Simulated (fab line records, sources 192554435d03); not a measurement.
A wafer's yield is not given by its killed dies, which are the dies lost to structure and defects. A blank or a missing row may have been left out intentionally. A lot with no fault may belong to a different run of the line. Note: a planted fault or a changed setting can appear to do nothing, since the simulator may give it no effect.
Matching of chambers    flow n5_finfet    rie_diel-05 running N5_HKMG_FIN_STRIP_34: 4 sister chambers
The step strips in CF4. 4 wafers are shown with their chamber, then 6 later ones without.

== WAFERS, EACH WITH ITS CHAMBER ==
wafer   chamber  drypump_motor_current_A (A)
L926.5  1        6.1
L927.1  2        6.5
L927.3  0        5.7
L927.4  3        5.4

== WAFERS WITH NO CHAMBER GIVEN ==
wafer   drypump_motor_current_A (A)
L930.4  6.1
L930.5  5.7
L930.6  6.1
L935.3  5.4
L935.4  5.7
L935.6  5.8

== WHICH CHAMBER EACH WENT THROUGH ==
wafer   from the rows above  in truth
L930.4  1                    1
L930.5  0                    0
L930.6  1                    1
L935.3  3                    3
L935.4  0                    0
L935.6  0                    0
6 of 6 placed correctly. Not placeable from these rows: 0. 0 placed wrongly.
How it was worked out, from the rows above alone: a wafer's distance from a chamber is the root of the sum, over the readings, of the square of ((its reading less the chamber's mean) divided by the reading's scatter). The wafer belongs to the nearest chamber; if the next one is less than 2 further off, it can't be placed. Each chamber's mean is taken over the wafers shown for it. The scatter: with one shown wafer a chamber, the root of the mean of the squares of how far each hidden wafer lies from its nearest shown one.
